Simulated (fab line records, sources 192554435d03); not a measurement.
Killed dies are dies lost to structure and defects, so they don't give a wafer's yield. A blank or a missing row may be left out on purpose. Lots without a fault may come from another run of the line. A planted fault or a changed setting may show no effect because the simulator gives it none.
Chamber matching | flow n5_finfet | N5_SPACER0_ALD_00 on ald_sin-04: 4 sister chambers
The step deposits SiOCN, target thk 3.5 nm, pulse time 3 s, purge time 2 s. 8 wafers are shown with their chamber, then 7 later ones without.

WAFERS WITH THEIR CHAMBER
wafer  | chamber | heater_power_w (W) | precursor_pulse_height_rel
L544.4 | 1       | 767                | 1.006
L544.5 | 2       | 787                | 0.989
L544.6 | 3       | 754                | 0.990
L547.2 | 3       | 748                | 0.994
L547.3 | 0       | 808                | 0.991
L547.4 | 1       | 748                | 1.010
L548.1 | 2       | 804                | 0.994
L548.5 | 0       | 805                | 0.993

WAFERS WITHOUT THEIR CHAMBER
wafer  | heater_power_w (W) | precursor_pulse_height_rel
L548.6 | 757                | 0.990
L555.2 | 799                | 1.017
L555.3 | 735                | 0.979
L555.6 | 766                | 0.988
L556.3 | 773                | 1.015
L556.4 | 817                | 0.957
L556.5 | 830                | 0.999

WHICH CHAMBER EACH WENT THROUGH
wafer  | from the rows above          | in truth
L548.6 | 3                            | 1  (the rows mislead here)
L555.2 | 1                            | 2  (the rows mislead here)
L555.3 | 3                            | 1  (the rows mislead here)
L555.6 | can't be placed: 3 or 2      | 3
L556.3 | 1                            | 1
L556.4 | can't be placed: 2 or 0 or 3 | 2
L556.5 | can't be placed: 0 or 2      | 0
Placed correctly: 1 of 7. Can't be placed from these rows: 3 (the true chamber is among the candidates in 3). Placed wrongly: 3.
How it was worked out, from the rows above alone: a wafer's distance from a chamber is the root of the sum, over the readings, of the square of ((its reading less the chamber's mean) divided by the reading's scatter). The wafer belongs to the nearest chamber; if the next one is less than 2 further off, it can't be placed. A chamber's mean is the mean of its shown wafers. The scatter: the root of (the sum of the squares of (reading less its chamber's mean) over the shown wafers, divided by (wafers less chambers)).
